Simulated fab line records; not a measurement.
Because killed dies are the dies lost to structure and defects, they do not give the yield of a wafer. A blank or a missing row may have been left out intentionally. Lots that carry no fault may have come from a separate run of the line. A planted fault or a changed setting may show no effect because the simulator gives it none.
Which tool is to blame? | flow n5Finfet | Sampling: 10 lots, 30 wafers, 5 of 1938 route steps

## WHAT EACH GAUGE READ, for each wafer
N5_GATE_CUT_OVL_MEAS_14. Usual: GATE_CUT_OVL -0.3 nm, standard deviation 0.67.
lot  | measured     | on         | GATE_CUT_OVL (nm) | flag
L392 | day 4 19:00  | overlay-02 | -0.3 -0.2 -0.6    | 
L395 | day 5 09:51  | overlay-02 | -1.0 -0.5 -1.4    | 
L396 | day 5 17:19  | overlay-02 | -0.3 0.6 0.2      | 
L397 | day 6 05:02  | overlay-02 | -0.9 -1.1 -0.6    | 
L406 | day 8 05:17  | overlay-02 | -0.5 -0.8 -0.5    | 
L407 | day 8 10:52  | overlay-01 | 0.7 1.0 0.1       | 
L408 | day 8 15:12  | overlay-02 | -0.9 -0.4 0.7     | 
L409 | day 8 23:31  | overlay-01 | -1.9 -1.9 -2.2    | 
L410 | day 9 04:14  | overlay-01 | -0.2 -0.9 -0.3    | 
L413 | day 10 02:55 | overlay-01 | 0.0 -0.3 -0.5     | 

N5_BEOL_M4_RC_MEAS_101. Usual: DIBL_N 36.7 mV/V, standard deviation 1.8; DIBL_P 37.0 mV/V, standard deviation 2.4; IOFF_N 0.17 nA/um, standard deviation 0.036; IOFF_P 0.22 nA/um, standard deviation 0.042; ION_N 673 uA/um, standard deviation 12; ION_P 462 uA/um, standard deviation 8.5; SS_N 71.7 mV/dec, standard deviation 0.62; SS_P 73.4 mV/dec, standard deviation 0.65; VT_N 250 mV, standard deviation 3.7; VT_P -250 mV, standard deviation 3.7.
lot  | measured     | on        | DIBL_N (mV/V)  | DIBL_P (mV/V)  | IOFF_N (nA/um) | IOFF_P (nA/um) | ION_N (uA/um) | ION_P (uA/um) | SS_N (mV/dec)  | SS_P (mV/dec)  | VT_N (mV)   | VT_P (mV)      | flag
L392 | day 8 20:34  | prober-02 | 38.5 38.2 37.8 | 39.0 39.0 37.4 | 0.19 0.21 0.19 | 0.25 0.24 0.22 | 671 675 667   | 461 460 457   | 71.5 71.9 72.0 | 73.3 74.6 73.4 | 250 245 250 | -250 -250 -249 | 
L395 | day 9 22:57  | prober-02 | 34.1 36.1 33.6 | 34.9 36.7 34.7 | 0.11 0.13 0.11 | 0.15 0.18 0.15 | 642 654 647   | 447 443 446   | 71.1 71.3 70.5 | 73.3 72.7 72.5 | 257 257 256 | -253 -252 -255 | 
L396 | day 9 12:34  | prober-01 | 37.7 34.6 35.9 | 38.4 34.7 35.1 | 0.17 0.13 0.14 | 0.21 0.16 0.17 | 670 671 655   | 455 456 447   | 72.2 71.1 71.1 | 73.5 72.0 73.6 | 251 252 252 | -253 -255 -254 | 
L397 | day 10 17:13 | prober-01 | 35.5 36.9 39.9 | 35.9 37.3 40.9 | 0.15 0.17 0.24 | 0.21 0.22 0.27 | 669 669 687   | 461 460 463   | 71.5 72.1 73.2 | 72.5 73.8 74.7 | 248 250 244 | -252 -252 -250 | 
L406 | day 12 05:52 | prober-02 | 38.3 36.7 38.1 | 41.0 38.9 40.2 | 0.20 0.19 0.22 | 0.29 0.27 0.29 | 686 693 693   | 484 477 479   | 72.5 71.0 71.9 | 74.2 73.6 73.2 | 246 246 241 | -244 -244 -246 | 
L407 | day 12 08:33 | prober-02 | 34.4 36.2 34.7 | 35.6 37.1 35.4 | 0.13 0.15 0.13 | 0.18 0.22 0.18 | 669 677 654   | 461 474 457   | 69.5 71.6 71.0 | 72.7 73.1 73.0 | 251 249 251 | -253 -247 -251 | 
L408 | day 12 18:59 | prober-02 | 39.3 40.1 37.9 | 41.1 41.8 40.0 | 0.23 0.24 0.21 | 0.29 0.32 0.28 | 690 694 692   | 478 473 478   | 71.9 72.3 72.5 | 73.8 74.4 74.2 | 243 243 243 | -244 -242 -242 | 
L409 | day 12 23:07 | prober-02 | 38.5 36.2 35.7 | 35.5 32.7 33.9 | 0.19 0.14 0.16 | 0.22 0.17 0.20 | 677 662 686   | 463 453 471   | 73.4 71.1 71.4 | 73.6 72.6 72.8 | 249 253 250 | -246 -251 -249 | 
L410 | day 13 12:44 | prober-02 | 39.0 38.3 39.3 | 38.1 37.9 38.2 | 0.20 0.18 0.21 | 0.21 0.22 0.22 | 679 678 677   | 459 469 456   | 72.0 72.0 72.1 | 72.6 73.0 73.0 | 248 247 248 | -252 -251 -249 | 
L413 | day 14 18:44 | prober-02 | 37.6 36.9 36.6 | 38.4 37.5 37.7 | 0.18 0.16 0.16 | 0.24 0.22 0.23 | 684 671 676   | 467 460 469   | 72.0 71.8 71.8 | 72.7 73.1 73.9 | 248 249 249 | -250 -254 -251 | 

## EACH LOT AND THE TOOL THAT RAN IT (in order: tool; ch and the chambers of the sampled wafers; start)
lot  | N5_HKMG_FIN_CMP_94           | N5_GATE_CUT_PECVD_57           | N5_GATE_CUT_COAT_07
L392 | cmp-01 ch 2,3, day 4 13:15   | pecvd-03 ch 1,2, day 4 18:11   | lithoTrack-04 ch 0, day 4 18:42
L395 | cmp-01 ch 0,1,3, day 5 06:01 | pecvd-03 ch 1,2, day 5 09:04   | lithoTrack-03 ch 0, day 5 09:33
L396 | cmp-03 ch 0,1,2, day 5 13:24 | pecvd-02 ch 0,1,2, day 5 16:32 | lithoTrack-03 ch 0, day 5 17:01
L397 | cmp-01 ch 1,2,3, day 6 01:04 | pecvd-02 ch 1,2, day 6 04:08   | lithoTrack-03 ch 0, day 6 04:38
L406 | cmp-01 ch 0,1,2, day 8 01:08 | pecvd-03 ch 0,1, day 8 04:30   | lithoTrack-01 ch 0, day 8 04:59
L407 | cmp-03 ch 0,2,3, day 8 06:52 | pecvd-02 ch 0,2, day 8 10:05   | lithoTrack-01 ch 0, day 8 10:34
L408 | cmp-03 ch 1,2, day 8 11:21   | pecvd-02 ch 0,1,2, day 8 14:25 | lithoTrack-01 ch 0, day 8 14:54
L409 | cmp-04 ch 1,2, day 8 19:37   | pecvd-04 ch 0,2, day 8 22:44   | lithoTrack-01 ch 0, day 8 23:13
L410 | cmp-01 ch 0,1,3, day 9 00:00 | pecvd-02 ch 1,2, day 9 03:27   | lithoTrack-03 ch 0, day 9 03:56
L413 | cmp-04 ch 0,3, day 9 23:04   | pecvd-02 ch 1,2, day 10 02:08  | lithoTrack-04 ch 0, day 10 02:37
- N5_HKMG_FIN_CMP_94: polishes, stops on SiNx, t overpolish 4.7 s, target thk 43.299 nm.
- N5_GATE_CUT_PECVD_57: deposits SiNx from SiH4/NH3/N2, target thk 21 nm.
- N5_GATE_CUT_COAT_07: resist thk 30 nm.

## AS READ BY THE TOOLS THEMSELVES (means over the sampled wafers that have a number; for cases with no such wafer, the mark the record gives instead)
N5_HKMG_FIN_CMP_94. Usual: motorCurrentA 12.3 A, standard deviation 1.1; retainingRingPressureFrac 1.000, standard deviation 0.0051.
lot  | tool   | motorCurrentA (A) | retainingRingPressureFrac | flag
L392 | cmp-01 | 12.5              | 0.998                     | 
L395 | cmp-01 | 13.3              | 1.002                     | 
L396 | cmp-03 | 11.6              | 1.000                     | 
L397 | cmp-01 | 12.3              | 0.999                     | 
L406 | cmp-01 | 13.2              | 0.995                     | 
L407 | cmp-03 | 11.4              | 1.001                     | 
L408 | cmp-03 | 11.1              | 1.004                     | 
L409 | cmp-04 | 11.8              | 0.999                     | 
L410 | cmp-01 | 13.2              | 1.001                     | 
L413 | cmp-04 | 13.4              | 1.004                     | 

N5_GATE_CUT_PECVD_57. Usual: heaterPowerW 772 W, standard deviation 110; showerheadPlenumPTorr 5.15 Torr, standard deviation 0.046; throttleValvePct 39.9 %, standard deviation 1.8.
lot  | tool     | heaterPowerW (W) | showerheadPlenumPTorr (Torr) | throttleValvePct (%) | flag
L392 | pecvd-03 | 872              | 5.18                         | 41.3                 | 
L395 | pecvd-03 | 740              | 5.15                         | 41.9                 | 
L396 | pecvd-02 | 741              | 5.13                         | 38.9                 | 
L397 | pecvd-02 | 712              | 5.13                         | 38.6                 | 
L406 | pecvd-03 | 942              | 5.18                         | 40.3                 | 
L407 | pecvd-02 | 854              | 5.16                         | 38.1                 | 
L408 | pecvd-02 | 774              | 5.14                         | 38.8                 | 
L409 | pecvd-04 | 784              | 5.26                         | 40.2                 | 
L410 | pecvd-02 | 738              | 5.11                         | 39.8                 | 
L413 | pecvd-02 | 720              | 5.13                         | 39.0                 | 

N5_GATE_CUT_COAT_07. Usual: exhaustPa 45.0 Pa, standard deviation 0.8; spinSpeedRpm 1499.9 rpm, standard deviation 0.98.
lot  | tool          | exhaustPa (Pa) | spinSpeedRpm (rpm) | flag
L392 | lithoTrack-04 | 44.4           | 1499.9             | 
L395 | lithoTrack-03 | 46.1           | 1499.3             | 
L396 | lithoTrack-03 | 43.8           | 1737.8             | OFF
L397 | lithoTrack-03 | 45.5           | 1738.9             | OFF
L406 | lithoTrack-01 | 45.0           | 1500.4             | 
L407 | lithoTrack-01 | 45.0           | 1499.7             | 
L408 | lithoTrack-01 | 45.8           | 1499.5             | 
L409 | lithoTrack-01 | 44.9           | 1499.3             | 
L410 | lithoTrack-03 | 44.8           | 1500.1             | 
L413 | lithoTrack-04 | 44.7           | 1499.2             | 

## THE ANSWER, worked out from the rows above alone
Rule: take the mean of a lot's wafers that have a number; if it is more than 3 standard deviations from the usual mean, the lot is off. Also off: a lot with no number at a reading for which 4 or more lots have one. The other lots that the step has rows for count as sound. First the gauges in route order, then the tools' own readings, where a lot's mean is used as printed above. The first step at which some lot is off is used, and at that step the reading that is off furthest; a lot without a number counts as furthest.
Off, at N5_GATE_CUT_COAT_07 on spinSpeedRpm: L396, L397.
If a tool, at that step or one of the process steps before it, ran each lot that is off and ran no sound lot following the first of them, it fits. Of those tried, none fits.

## WHAT THE SIMULATOR HAD PUT IN
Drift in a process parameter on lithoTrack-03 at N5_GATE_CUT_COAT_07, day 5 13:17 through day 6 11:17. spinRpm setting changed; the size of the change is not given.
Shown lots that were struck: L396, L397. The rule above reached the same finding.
